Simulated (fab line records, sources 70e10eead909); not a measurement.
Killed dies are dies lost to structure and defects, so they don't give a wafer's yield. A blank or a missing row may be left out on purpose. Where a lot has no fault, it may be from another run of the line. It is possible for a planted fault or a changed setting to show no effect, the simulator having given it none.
fab line records	flow nand-harc
record: lots: 6	wafers: 18	last-day: 33
route steps=1302 shown A_CHANNEL_HOLE_D2@577 A_CHANNEL_FILL_D2@610 END@1302
lots that met no fault: taken from a fault-free run of the same line
start-h: hours from the record's first day to the start of the lot's first wafer shown	wait-h: hours from the lot's prior step to this one	" unchanged from the row above	L1.1+2: a row that stands for several wafers	- no value, or no start given	* or withheld: withheld	< > ~ a bound
route shown NAME@n: NAME is a module with steps in the file, n the number in the route of the first one	usual: mean and standard deviation over wafers with no fault	same: alike in all rows	chamber/n: place in a boat	sites: readings site by site	_std_site: standard deviation of those values	_edge_site: the outer-site mean with the inner-site mean subtracted	radius-mm: for every site, how far away it sits from the centre of the wafer	mask NAME#n: copy n	behind: the last tool/chamber to shape the wafer	hold: why the lot went on hold/how many hours it stayed there/how the hold came to an end	device: transistor that didn't switch, given as n, p or np	end of line: the same wafers' tests at the end of the route	a step given without rows: its recipe and nothing more	killed: dies lost to structure and defects at the first sort, not the wafer's yield	map: shows each die of a wafer: x if killed, . if not, _ if none is there
set.NAME: setting as actually run; set.NAME@STEP: the setting as run at that earlier step	model.NAME: the simulator's own value behind a step, which no gauge read
lots at some steps of the route; a table a step, a row a wafer
services: a tool's chamber out of use, with start hour (start-h, from the record's first day; less than 0 if before it), hours out, and reason
== steps ==
step: NHARC_A_CHANNEL_HOLE_D2_SOFTBAKE_05
recipe: temp-c: 105	time-s: 55
step: NHARC_A_CHANNEL_HOLE_D2_EBR_06
step: NHARC_A_CHANNEL_HOLE_D2_EXPOSE_07
recipe: na: 1.35	target-cd-nm: 100	sigma-outer: 0.3	dose-mj: 59.65	mask-id: HOLE_D2
step: NHARC_A_CHANNEL_HOLE_D2_PEB_08
recipe: peb-temp-c: 100	peb-time-s: 65
step: NHARC_A_CHANNEL_HOLE_D2_DEVELOP_09
recipe: develop-time-s: 35	dev-temp-c: 23
step: NHARC_A_CHANNEL_HOLE_D2_CD_MEAS_10
recipe: target-cd-nm: 100	landing-energy-ev: 500
usual: cd-nm: 100.0/0.4
lot.wafer	tool	chamber	start-h	wait-h	cd-nm
L794.3	cd-sem-02	0	298.50	-	100.3
L794.4	"	0	"	"	99.9
L794.5	"	0	"	"	100.4
L796.1	cd-sem-01	0	314.22	-	99.8
L796.5	"	0	"	"	99.5
L796.6	"	0	"	"	100.4
L806.4	cd-sem-01	0	403.71	-	100.8
L806.5	"	0	"	"	99.5
L806.6	"	0	"	"	99.9
L807.1	cd-sem-01	0	419.50	-	100.4
L807.2	"	0	"	"	100.6
L807.3	"	0	"	"	100.4
L815.3	cd-sem-01	0	497.41	-	99.9
L815.4	"	0	"	"	99.5
L815.6	"	0	"	"	100.0
L817.3	cd-sem-03	0	531.90	-	99.6
L817.5	"	0	"	"	100.3
L817.6	"	0	"	"	99.7
step: NHARC_A_CHANNEL_HOLE_D2_OVL_MEAS_11
usual: overlay-x-nm: 0.1/0.84	overlay-y-nm: -0.1/0.72
lot.wafer	tool	chamber	start-h	wait-h	overlay-x-nm	overlay-y-nm
L794.3	overlay-02	-	298.59	-	0.9	-0.4
L794.4	"	-	"	"	1.8	-0.3
L794.5	"	-	"	"	1.6	-0.5
L796.1	overlay-02	-	314.31	-	1.5	-0.3
L796.5	"	-	"	"	0.8	-0.4
L796.6	"	-	"	"	0.9	-0.3
L806.4	overlay-01	-	403.79	-	-0.9	0.3
L806.5	"	-	"	"	-0.6	-0.3
L806.6	"	-	"	"	-0.4	0.3
L807.1	overlay-01	-	419.58	-	1.2	-0.4
L807.2	"	-	"	"	0.6	-0.6
L807.3	"	-	"	"	-0.1	-0.9
L815.3	overlay-01	-	497.49	-	-0.1	-1.0
L815.4	"	-	"	"	-0.5	-1.4
L815.6	"	-	"	"	-0.5	-0.7
L817.3	overlay-01	-	531.98	-	0.7	0.8
L817.5	"	-	"	"	0.4	1.2
L817.6	"	-	"	"	1.3	1.0
step: NHARC_A_CHANNEL_HOLE_D2_INSPECT_12
usual: raw-defect-count: 30/23
lot.wafer	tool	chamber	start-h	wait-h	raw-defect-count
L794.3	defect-inspect-02	-	298.62	0.0	7
L794.4	"	-	"	"	6
L794.5	"	-	"	"	5
L796.1	defect-inspect-02	-	314.35	0.0	50
L796.5	"	-	"	"	57
L796.6	"	-	"	"	55
L806.4	defect-inspect-02	-	403.83	0.0	18
L806.5	"	-	"	"	8
L806.6	"	-	"	"	7
L807.1	defect-inspect-01	-	419.62	0.0	54
L807.2	"	-	"	"	61
L807.3	"	-	"	"	68
L815.3	defect-inspect-02	-	497.53	0.0	15
L815.4	"	-	"	"	20
L815.6	"	-	"	"	20
L817.3	defect-inspect-02	-	532.02	0.0	4
L817.5	"	-	"	"	5
L817.6	"	-	"	"	4
step: NHARC_A_CHANNEL_HOLE_D2_DESCUM_15
recipe: time-s: 3	o2-flow-sccm: 200	ar-flow-sccm: 0	bias-power-w: 0	chemistry: O2
step: NHARC_A_CHANNEL_HOLE_D2_ETCH_38
recipe: target-depth-a: 390	over-etch-frac: 0.3	time-s: 65	ion-energy-ev: 80	cf4-flow-sccm: 150	ar-flow-sccm: 0	rf-w: 300	bias-w: 100	chemistry: CF4
usual: cf4-flow-sccm: 150.0/0.46	drypump-motor-current-A: 5.5/0.45	oes-product-au: 1.000/0.0076	rf-vpp-V: 151.2/1.1	showerhead-plenum-p-Torr: 1.76/0.06	throttle-valve-pct: 13.284/0.009
lot.wafer	tool	chamber	start-h	wait-h	cf4-flow-sccm	drypump-motor-current-A	oes-product-au	rf-hours-counter-h	rf-vpp-V	showerhead-plenum-p-Torr	throttle-valve-pct
L794.3	rie-diel-11	1	298.77	0.1	150.6	5.3	1.015	1.8	148.7	1.70	13.289
L794.4	"	3	"	"	150.4	4.9	1.004	1.5	150.4	1.78	13.269
L794.5	"	1	"	"	149.7	5.3	1.008	-	149.2	1.70	13.281
L796.1	rie-diel-04	1	314.51	0.1	151.4	5.8	0.987	7.7	152.0	1.83	13.293
L796.6	"	3	"	"	150.2	5.5	1.002	-	151.1	1.82	13.280
L796.5	"	0	"	"	150.2	5.8	1.005	-	151.3	1.75	13.290
L806.4	rie-diel-04	3	403.98	0.1	149.9	5.5	0.989	2.2	151.8	1.82	13.278
L806.6	"	3	"	"	150.5	5.5	1.000	-	151.2	1.82	13.284
L806.5	"	0	"	"	148.8	5.8	0.992	-	151.2	1.75	13.286
L807.1	rie-diel-04	1	419.77	0.1	149.3	5.9	0.993	4.8	153.5	1.83	13.288
L807.2	"	2	"	"	149.5	5.5	0.997	4.9	152.2	1.78	13.269
L807.3	"	0	"	"	150.2	5.7	0.996	4.6	151.7	1.75	13.275
L815.4	rie-diel-04	3	497.67	0.1	149.8	5.5	1.007	9.3	152.1	1.82	13.284
L815.3	"	2	"	"	149.8	5.4	0.999	8.9	151.6	1.78	13.293
L815.6	"	3	"	"	150.0	5.5	0.987	-	151.9	1.82	13.288
L817.3	rie-diel-07	1	532.19	0.1	149.8	5.4	1.001	2.2	150.4	1.69	13.293
L817.5	"	1	"	"	150.4	5.4	0.998	-	149.0	1.69	13.272
L817.6	"	3	"	"	150.7	5.1	0.990	-	151.7	1.83	13.272
step: NHARC_A_CHANNEL_HOLE_D2_ETCH_39
recipe: target-depth-a: 2600	over-etch-frac: 0.3	time-s: 325	ion-energy-ev: 200	n2-flow-sccm: 150	h2-flow-sccm: 150	ar-flow-sccm: 0	rf-w: 400	bias-w: 150	chemistry: N2/H2
step: NHARC_A_CHANNEL_HOLE_D2_ETCH_34
recipe: target-depth-a: 1540	time-s: 77	cf4-flow-sccm: 100	chf3-flow-sccm: 30	ar-flow-sccm: 0	rf-w: 500	bias-w: 200	chemistry: CF4/CHF3
step: NHARC_A_CHANNEL_HOLE_D2_ETCH_16
recipe: target-depth-a: 31000	over-etch-frac: 0.3	time-s: 806	ion-energy-ev: 150	o2-flow-sccm: 400	cos-flow-sccm: 20	ar-flow-sccm: 0	rf-w: 500	bias-w: 300	chemistry: O2/COS
usual: drypump-motor-current-A: 5.6/0.48	oes-product-au: 1.000/0.0067	rf-vpp-V: 314.1/1.7	showerhead-plenum-p-Torr: 3.12/0.1	throttle-valve-pct: 28.330/0.0086
lot.wafer	tool	chamber	start-h	wait-h	drypump-motor-current-A	oes-product-au	rf-hours-counter-h	rf-vpp-V	showerhead-plenum-p-Torr	throttle-valve-pct
L794.3	rie-diel-11	2	299.33	-	5.4	1.004	2.1	312.1	2.93	28.338
L794.4	"	3	"	"	4.9	1.000	1.7	314.6	3.15	28.321
L794.5	"	1	"	"	5.3	1.016	-	312.4	3.01	28.323
L796.1	rie-diel-04	3	315.00	-	5.5	1.004	7.6	314.8	3.21	28.315
L796.5	"	2	"	"	5.4	1.001	-	316.4	3.14	28.316
L796.6	"	3	"	"	5.5	1.002	-	316.6	3.21	28.336
L806.4	rie-diel-04	1	404.59	-	5.8	0.996	3.0	316.2	3.23	28.321
L806.6	"	2	"	"	5.4	0.993	-	313.7	3.14	28.325
L806.5	"	3	"	"	5.5	0.990	-	315.7	3.21	28.341
L807.2	rie-diel-04	0	420.21	-	5.8	0.998	4.8	313.3	3.09	28.345
L807.1	"	2	"	"	5.4	0.994	5.2	313.3	3.14	28.325
L807.3	"	3	"	"	5.5	0.999	4.8	316.5	3.21	28.326
L815.3	rie-diel-04	3	498.17	-	5.4	1.002	9.6	314.6	3.21	28.325
L815.4	"	1	"	"	5.8	1.005	10.3	316.3	3.23	28.337
L815.6	"	2	"	"	5.4	1.006	-	314.3	3.13	28.338
L817.3	rie-diel-07	0	532.78	-	5.6	0.989	2.5	316.5	3.20	28.318
L817.6	"	3	"	"	5.1	0.998	-	315.0	3.23	28.326
L817.5	"	1	"	"	5.4	0.990	-	311.0	2.98	28.342
step: NHARC_A_CHANNEL_HOLE_D2_CD_MEAS_18
usual: cd-nm: 99.7/1.5
lot.wafer	tool	chamber	start-h	wait-h	cd-nm
L794.3	cd-sem-02	-	299.80	-	99.8
L794.4	"	-	"	"	99.0
L794.5	"	-	"	"	99.4
L796.1	cd-sem-02	-	315.52	-	100.6
L796.5	"	-	"	"	101.0
L796.6	"	-	"	"	98.5
L806.4	cd-sem-02	-	405.01	-	102.9
L806.5	"	-	"	"	99.5
L806.6	"	-	"	"	100.7
L807.1	cd-sem-02	-	420.79	-	99.0
L807.2	"	-	"	"	100.8
L807.3	"	-	"	"	101.8
L815.3	cd-sem-01	-	498.70	-	101.2
L815.4	"	-	"	"	98.8
L815.6	"	-	"	"	101.2
L817.3	cd-sem-03	-	533.40	-	98.4
L817.5	"	-	"	"	98.0
L817.6	"	-	"	"	98.4
step: NHARC_A_CHANNEL_HOLE_D2_ETCH_19
recipe: bias-v: 1200	source-w: 2500	pressure-mtorr: 15	time-s: 34.5	ar-flow-sccm: 375	c4f8-flow-sccm: 28.8	o2-flow-sccm: 96.2	temp-c: -20	target-depth-a: *	chemistry: C4F8/O2/Ar
step: NHARC_A_CHANNEL_HOLE_D2_ETCH_20
recipe: bias-v: 3000	source-w: withheld	pressure-mtorr: 20	time-s: 361.9	ar-flow-sccm: 375	c4f8-flow-sccm: 89.3	o2-flow-sccm: 35.7	temp-c: -20	target-depth-a: 16000	chemistry: C4F8/O2/Ar
usual: drypump-motor-current-A: 5.7/0.67	showerhead-plenum-p-Torr: 3.72/0.12	throttle-valve-pct: 32.155/0.0097
lot.wafer	tool	chamber	start-h	wait-h	drypump-motor-current-A	rf-hours-counter-h	showerhead-plenum-p-Torr	throttle-valve-pct
L794.3	har-etch-01	1	301.53	0.2	5.4	-	3.85	32.163
L794.4	"	0	"	"	5.0	-	3.69	32.160
L794.5	"	1	"	"	5.4	-	3.85	32.153
L796.1	har-etch-01	1	315.71	0.1	5.4	164	3.84	32.161
L796.5	"	1	"	"	5.4	-	3.84	32.166
L796.6	"	0	"	"	4.9	-	3.69	32.170
L806.4	har-etch-01	0	405.34	0.2	4.9	-	3.66	32.155
L806.6	"	1	"	"	5.4	-	3.81	32.153
L806.5	"	0	"	"	4.9	-	3.66	32.156
L807.1	har-etch-01	0	420.98	0.1	5.0	229	3.65	32.140
L807.2	"	1	"	"	5.4	229	3.80	32.169
L807.3	"	1	"	"	5.4	-	3.80	32.181
L815.4	har-etch-02	0	498.99	0.2	6.7	-	3.90	32.157
L815.3	"	1	"	"	6.1	-	3.67	32.152
L815.6	"	1	"	"	6.1	-	3.67	32.163
L817.3	har-etch-02	0	533.78	0.2	6.7	-	3.89	32.167
L817.5	"	0	"	"	6.7	-	3.89	32.153
L817.6	"	1	"	"	6.1	-	3.66	32.155
step: NHARC_A_CHANNEL_HOLE_D2_ETCH_21
recipe: bias-v: 3000	source-w: withheld	pressure-mtorr: 20	time-s: 514.3	ar-flow-sccm: 375	c4f8-flow-sccm: 89.3	o2-flow-sccm: 35.7	temp-c: -20	target-depth-a: 16000	chemistry: C4F8/O2/Ar
usual: drypump-motor-current-A: 5.7/0.67	showerhead-plenum-p-Torr: 3.72/0.12	throttle-valve-pct: 32.156/0.0091
lot.wafer	tool	chamber	start-h	wait-h	drypump-motor-current-A	rf-hours-counter-h	showerhead-plenum-p-Torr	throttle-valve-pct
L794.3	har-etch-01	1	301.88	0.3	5.4	-	3.85	32.173
L794.4	"	0	"	"	4.9	-	3.69	32.162
L794.5	"	1	"	"	5.4	-	3.85	32.150
L796.1	har-etch-01	1	316.03	0.3	5.3	164	3.84	32.133
L796.5	"	1	"	"	5.4	-	3.84	32.158
L796.6	"	0	"	"	4.9	-	3.69	32.158
L806.4	har-etch-01	0	405.72	0.3	4.9	-	3.66	32.154
L806.6	"	1	"	"	5.4	-	3.81	32.160
L806.5	"	0	"	"	4.9	-	3.66	32.148
L807.1	har-etch-01	0	421.30	0.3	4.9	229	3.65	32.144
L807.2	"	1	"	"	5.3	229	3.80	32.155
L807.3	"	1	"	"	5.4	-	3.80	32.157
L815.4	har-etch-02	0	499.35	0.3	6.7	-	3.90	32.145
L815.3	"	1	"	"	6.1	-	3.67	32.164
L815.6	"	1	"	"	6.1	-	3.67	32.140
L817.3	har-etch-02	0	534.13	0.3	6.7	-	3.89	32.159
L817.5	"	0	"	"	6.7	-	3.89	32.172
L817.6	"	1	"	"	6.1	-	3.66	32.152
step: NHARC_A_CHANNEL_HOLE_D2_ETCH_22
recipe: bias-v: 3000	source-w: withheld	pressure-mtorr: 20	time-s: 666.7	ar-flow-sccm: 375	c4f8-flow-sccm: 89.3	o2-flow-sccm: 35.7	temp-c: -20	target-depth-a: 16000	chemistry: C4F8/O2/Ar
step: NHARC_A_CHANNEL_HOLE_D2_ETCH_23
recipe: bias-v: 5000	source-w: withheld	pressure-mtorr: 20	time-s: 819	ar-flow-sccm: 375	c4f8-flow-sccm: 89.3	o2-flow-sccm: 35.7	temp-c: -20	target-depth-a: 16000	chemistry: C4F8/O2/Ar
step: NHARC_A_CHANNEL_HOLE_D2_ETCH_24
recipe: bias-v: 5000	source-w: withheld	pressure-mtorr: 20	time-s: 906.2	ar-flow-sccm: 375	c4f8-flow-sccm: 93.8	o2-flow-sccm: 31.2	temp-c: -20	target-depth-a: 15000	chemistry: C4F8/O2/Ar
usual: drypump-motor-current-A: 5.7/0.67	showerhead-plenum-p-Torr: 3.72/0.12	throttle-valve-pct: 32.236/0.0089
lot.wafer	tool	chamber	start-h	wait-h	drypump-motor-current-A	rf-hours-counter-h	showerhead-plenum-p-Torr	throttle-valve-pct
L794.3	har-etch-01	1	303.70	0.6	5.4	-	3.84	32.230
L794.4	"	0	"	"	4.9	-	3.69	32.222
L794.5	"	1	"	"	5.4	-	3.84	32.237
L796.1	har-etch-01	1	317.75	0.6	5.4	166	3.83	32.257
L796.5	"	1	"	"	5.4	-	3.83	32.241
L796.6	"	0	"	"	4.9	-	3.68	32.231
L806.4	har-etch-01	0	407.60	0.6	4.9	-	3.65	32.235
L806.6	"	1	"	"	5.4	-	3.80	32.238
L806.5	"	0	"	"	4.9	-	3.65	32.257
L807.1	har-etch-01	0	422.99	0.6	4.9	231	3.65	32.242
L807.2	"	1	"	"	5.4	231	3.80	32.235
L807.3	"	1	"	"	5.4	-	3.80	32.248
L815.4	har-etch-02	0	501.16	0.6	6.7	-	3.89	32.221
L815.3	"	1	"	"	6.1	-	3.67	32.231
L815.6	"	1	"	"	6.1	-	3.67	32.236
L817.3	har-etch-02	0	535.96	0.6	6.7	-	3.88	32.233
L817.5	"	0	"	"	6.7	-	3.88	32.240
L817.6	"	1	"	"	6.1	-	3.66	32.233
step: NHARC_A_CHANNEL_HOLE_D2_ETCH_25
recipe: bias-v: 5000	source-w: withheld	pressure-mtorr: 20	time-s: 1040.2	ar-flow-sccm: 375	c4f8-flow-sccm: 93.8	o2-flow-sccm: 31.2	temp-c: -20	target-depth-a: 15000	chemistry: C4F8/O2/Ar
step: NHARC_A_CHANNEL_HOLE_D2_ETCH_26
recipe: bias-v: 300	source-w: 2000	pressure-mtorr: 30	time-s: 224.1	ar-flow-sccm: 375	c4f8-flow-sccm: 11.4	o2-flow-sccm: 113.6	temp-c: -20	target-depth-a: 3000	chemistry: C4F8/O2/Ar
usual: bias-v: 299.6/2.8	drypump-motor-current-A: 5.7/0.67	showerhead-plenum-p-Torr: 3.77/0.13	throttle-valve-pct: 24.584/0.0095
lot.wafer	tool	chamber	start-h	wait-h	bias-v	drypump-motor-current-A	rf-hours-counter-h	showerhead-plenum-p-Torr	throttle-valve-pct
L794.3	har-etch-01	1	305.15	0.5	299.4	5.4	-	3.90	24.570
L794.4	"	0	"	"	302.6	5.0	-	3.74	24.592
L794.5	"	1	"	"	298.7	5.3	-	3.90	24.586
L796.1	har-etch-01	1	319.39	0.7	297.4	5.4	167	3.89	24.577
L796.5	"	1	"	"	299.9	5.4	-	3.89	24.598
L796.6	"	0	"	"	297.2	4.9	-	3.73	24.593
L806.4	har-etch-01	0	408.97	0.4	294.0	4.9	-	3.70	24.597
L806.6	"	1	"	"	299.7	5.4	-	3.86	24.595
L806.5	"	0	"	"	299.4	5.0	-	3.70	24.589
L807.1	har-etch-01	0	424.62	0.7	298.1	4.9	232	3.70	24.583
L807.2	"	1	"	"	298.9	5.4	232	3.85	24.566
L807.3	"	1	"	"	302.1	5.3	-	3.85	24.584
L815.4	har-etch-02	0	502.63	0.5	297.9	6.7	-	3.95	24.577
L815.3	"	1	"	"	299.6	6.1	-	3.72	24.577
L815.6	"	1	"	"	294.6	6.1	-	3.72	24.594
L817.3	har-etch-02	0	537.42	0.5	303.0	6.7	-	3.94	24.574
L817.5	"	0	"	"	298.7	6.7	-	3.94	24.574
L817.6	"	1	"	"	296.7	6.1	-	3.71	24.585
step: NHARC_A_CHANNEL_HOLE_D2_ETCH_27
recipe: bias-v: 400	source-w: 2000	pressure-mtorr: 25	time-s: 90	ar-flow-sccm: 375	c4f8-flow-sccm: 41.7	o2-flow-sccm: 83.3	temp-c: -20	target-depth-a: 4000	chemistry: C4F8/O2/Ar
step: NHARC_A_CHANNEL_HOLE_D2_STRIP_41
recipe: n2-flow-sccm: 150	h2-flow-sccm: 150	ar-flow-sccm: 0	bias-w: 0	chemistry: N2/H2
step: NHARC_A_CHANNEL_HOLE_D2_STRIP_42
recipe: cf4-flow-sccm: 100	chf3-flow-sccm: 30	ar-flow-sccm: 0	bias-w: 0	chemistry: CF4/CHF3
step: NHARC_A_CHANNEL_HOLE_D2_STRIP_43
recipe: o2-flow-sccm: 400	cos-flow-sccm: 20	ar-flow-sccm: 0	bias-w: 0	chemistry: O2/COS
step: NHARC_A_CHANNEL_HOLE_D2_ETCH_44
recipe: target-depth-a: 1400	overetch-a: 140	time-s: 77	ion-energy-ev: 100	cf4-flow-sccm: 80	o2-flow-sccm: 20	ar-flow-sccm: 0	rf-w: 300	bias-w: 100	chemistry: CF4/O2
step: NHARC_A_CHANNEL_HOLE_D2_STRIP_28
recipe: o2-flow-sccm: 500	ar-flow-sccm: 0	bias-w: 0	chemistry: O2
step: NHARC_A_CHANNEL_HOLE_D2_PRECLEAN_29
recipe: time-s: *	temp-c: 50	bath-age-min: 0	chemistry: SC1
step: NHARC_A_CHANNEL_HOLE_D2_SRD_30
step: NHARC_A_CHANNEL_HOLE_D2_CD_MEAS_31
usual: cd-nm: 90.2/0.97
lot.wafer	tool	chamber	start-h	wait-h	cd-nm
L794.3	cd-sem-02	-	306.86	-	90.9
L794.4	"	-	"	"	90.8
L794.5	"	-	"	"	89.4
L796.1	cd-sem-03	-	321.14	-	89.0
L796.5	"	-	"	"	90.8
L796.6	"	-	"	"	88.9
L806.4	cd-sem-01	-	411.02	-	92.1
L806.5	"	-	"	"	90.1
L806.6	"	-	"	"	90.1
L807.1	cd-sem-02	-	426.37	-	92.3
L807.2	"	-	"	"	92.0
L807.3	"	-	"	"	91.9
L815.3	cd-sem-03	-	504.32	-	90.5
L815.4	"	-	"	"	89.7
L815.6	"	-	"	"	90.2
L817.3	cd-sem-01	-	539.09	-	89.5
L817.5	"	-	"	"	90.2
L817.6	"	-	"	"	91.3
step: NHARC_A_CHANNEL_HOLE_D2_XSEM_32
recipe: landing-energy-ev: 35000
step: NHARC_A_CHANNEL_HOLE_D2_INSPECT_40
usual: raw-defect-count: 288/91
lot.wafer	tool	chamber	start-h	wait-h	raw-defect-count
L794.3	defect-inspect-02	-	307.04	-	169
L794.4	"	-	"	"	227
L794.5	"	-	"	"	178
L796.1	defect-inspect-01	-	321.33	-	328
L796.5	"	-	"	"	259
L796.6	"	-	"	"	221
L806.4	defect-inspect-02	-	411.20	-	1078
L806.5	"	-	"	"	1042
L806.6	"	-	"	"	1071
L807.1	defect-inspect-01	-	426.56	-	1054
L807.2	"	-	"	"	1280
L807.3	"	-	"	"	1413
L815.3	defect-inspect-01	-	504.51	-	230
L815.4	"	-	"	"	186
L815.6	"	-	"	"	252
L817.3	defect-inspect-02	-	539.27	-	246
L817.5	"	-	"	"	378
L817.6	"	-	"	"	295
step: NHARC_A_CHANNEL_FILL_D2_PRECLEAN_00
recipe: time-s: *	temp-c: 50	bath-age-min: 0	chemistry: SC1
step: NHARC_END_SORT_01
recipe: temp-c: 25
usual: killed-at-array: 46/15	killed-at-other: 0.8/1.1	killed-at-periphery: 4.0/2.9	killed-dies: 50/15	killed-open: 3.2/1.8	killed-short: 2.3/1.6
same: gross-dies: 677
lot.wafer	tool	chamber	start-h	wait-h	killed-at-array	killed-at-other	killed-at-periphery	killed-dies	killed-open	killed-short
L806.4	prober-01	0	677.66	3.4	99	0	2	101	2	2
L806.5	prober-01	0	678.46	3.7	96	0	1	97	2	0
L806.6	prober-01	0	679.25	4.0	123	0	0	123	0	1
L807.1	prober-01	0	690.94	2.5	140	0	9	149	5	4
L807.2	prober-01	0	691.75	2.8	90	1	9	100	4	3
L807.3	prober-01	0	692.56	3.1	81	1	5	87	1	1
killed by level:class
L806.4 A_CHANNEL_HOLE_D2:unspecified=70 A_CHANNEL_HOLE_D2:chamber-film-flake=12 A_CHANNEL_HOLE_D1:chamber-film-flake=6 A_CONTACT:chamber-film-flake=4 A_ONON_D2:geometric-particle:short=2 A_WL_FILL:chamber-film-flake=2 P_GATE:geometric-particle:open=1 A_ONON_D1:geometric-particle:open=1
L806.5 A_CHANNEL_HOLE_D2:unspecified=66 A_CHANNEL_HOLE_D2:chamber-film-flake=11 A_BLC:chamber-film-flake=7 A_CONTACT:chamber-film-flake=5 A_CHANNEL_HOLE_D1:chamber-film-flake=4 A_CHANNEL_FILL_D1:geometric-particle:open=1 A_M0:geometric-particle:open=1 P_STI:chamber-film-flake=1
L806.6 A_CHANNEL_HOLE_D2:unspecified=90 A_CHANNEL_HOLE_D2:chamber-film-flake=16 A_CHANNEL_HOLE_D1:chamber-film-flake=5 A_BLC:chamber-film-flake=5 A_CONTACT:chamber-film-flake=2 A_DECK1_JOINT:geometric-particle:short=1 A_DECK1_JOINT:chamber-film-flake=1 A_STAIRCASE:chamber-film-flake=1
L807.1 A_CHANNEL_HOLE_D2:unspecified=98 A_CHANNEL_HOLE_D1:chamber-film-flake=17 A_CHANNEL_HOLE_D2:chamber-film-flake=15 P_BONDPAD:chamber-film-flake=4 A_M1:geometric-particle:open=2 A_WL_FILL:chamber-film-flake=2 P_GATE:geometric-particle:short=1 P_GATE:geometric-particle:open=1
L807.2 A_CHANNEL_HOLE_D2:unspecified=64 A_CHANNEL_HOLE_D2:chamber-film-flake=15 P_BONDPAD:chamber-film-flake=7 A_DECK1_JOINT:geometric-particle:open=2 P_CONTACT:geometric-particle:short=1 A_DECK1_JOINT:geometric-particle:short=1 A_WL_FILL:geometric-particle:open=1 A_BLC:geometric-particle:short=1
L807.3 A_CHANNEL_HOLE_D2:unspecified=54 A_CHANNEL_HOLE_D2:chamber-film-flake=14 A_CHANNEL_HOLE_D1:chamber-film-flake=8 P_BONDPAD:chamber-film-flake=3 A_ONON_D1:geometric-particle:short=1 A_CONTACT:geometric-particle:open=1 P_GATE:chamber-film-flake=1 P_M0:chamber-film-flake=1
map L806.6 (x killed, . not)
____________.____________
_________......._________
_______..........._______
______.............______
_____..............._____
____.................____
____.................____
___...................___
___...................___
__.....................__
__...........x.........__
_................x......_
_................x......_
_...................x..._
_..............x..x..x.._
_....x................x._
.....x.x.x..xx...........
....x.xxx................
....xxxxxx..........x....
..xxxxxxxxx..............
....xxxxxxxxx............
_..xxxxxxxxx............_
_.xxxxxxxxx............._
_..xxxxxxxx.x..........._
_..xxxxxxxx..........x.._
_...xxxxxxx........x.x.._
__..xxxxxx............x__
__.xxxxxx.....x........__
___.x.xxx...........x.___
___....x..............___
____..........xxx....____
____.......x.........____
_____......x....x..._____
______........x.xx.______
_______....x...xxx_______
_________....x.x_________
____________.____________
map L807.1 (x killed, . not)
____________.____________
_________....x.._________
_______..........._______
______.............______
_____..............._____
____.x...............____
____.................____
___.......x...........___
___x.x......x.........___
__.....................__
__.....................__
_......................._
_x......................_
_......................._
_....xx.x..............._
_....................x.._
....xxxx.x...............
..xx..xxxxx..............
.....xxxxx.xx............
....xxxxxx............x..
....xxxxxxx..............
_.x.xxxxxxxx....x....x.._
_x.xxxxxxxxx.........x.._
_..xxxxxxxxx.........xxx_
_.xxxxxxxxx.x......xxxx._
_x.xxxxxxxx.......x.xx.x_
__..xxxxxxx...........x__
__.xxxxxxx.........x..x__
___.xxx.x.............___
___.....x..........x.x___
____.........x......x____
____.......xx........____
_____........xxx...x_____
______.....x.xx....______
_______....xxx.x.._______
_________...xxxx_________
____________x____________
== services ==
tool	chamber	start-h	hours	kind
rie-diel-04	0	284.99	1.9	repair
rie-diel-04	1	285.79	-	clean
rie-diel-04	2	285.79	-	clean
rie-diel-04	3	285.79	-	clean
rie-diel-07	-	294.21	9.0	pm
rie-diel-04	-	294.96	0.3	repair
rie-diel-11	0	309.50	2.3	repair
rie-diel-04	0	310.29	-	clean
rie-diel-04	1	310.29	-	clean
rie-diel-04	2	310.29	-	clean
rie-diel-04	3	310.29	-	clean
rie-diel-07	1	335.23	119.6	repair
rie-diel-11	0	337.63	4.3	repair
har-etch-01	-	337.73	0.1	repair
rie-diel-11	1	343.40	4.4	repair
rie-diel-04	-	354.98	9.0	pm
rie-diel-07	0	365.01	1.4	repair
har-etch-02	-	377.07	17.0	pm
rie-diel-11	2	390.12	9.7	repair
rie-diel-11	-	432.50	9.0	pm
rie-diel-07	-	471.21	9.0	pm
rie-diel-07	2	500.00	33.9	repair
rie-diel-04	2	526.44	2.9	repair
rie-diel-04	-	531.98	9.0	pm
== key ==
first-sign: step: NHARC_A_CHANNEL_HOLE_D2_INSPECT_40	reading: raw-defect-count	direction: up	sigmas: 9.5	usual: 288	struck: 1156
effect: step: NHARC_END_SORT_01	reading: killed-at-array	direction: up	sigmas: 3.9	usual: 46	struck: 105
more-kills-born-at: NHARC_A_CHANNEL_HOLE_D2_ETCH_16@rie-diel-04: 442
met-at NHARC_A_CHANNEL_HOLE_D2_ETCH_16
struck-wafers L806.4,L806.5,L806.6,L807.1,L807.2,L807.3
tester-left-out L806,L807
onset-between 315.00 404.59
also-fits NHARC_A_CHANNEL_HOLE_D2_ETCH_20:har-etch-01,NHARC_A_CHANNEL_HOLE_D2_ETCH_21:har-etch-01,NHARC_A_CHANNEL_HOLE_D2_ETCH_24:har-etch-01,NHARC_A_CHANNEL_HOLE_D2_ETCH_26:har-etch-01
fault: kind: chamber-particle-source	tool: rie-diel-04	chamber: -	onset-h: 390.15	steps: NHARC_A_CHANNEL_HOLE_D2_ETCH_16	rate-per-visit-cm2: 1.1334	end-h: 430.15
tester-left-out: of these lots the tester's yield and bins aren't shown, on N5 and GAA mostly nor the transistor test; their killed dies are dies lost to structure and defects alone, not to doping, threshold or leakage, so they don't give the yield
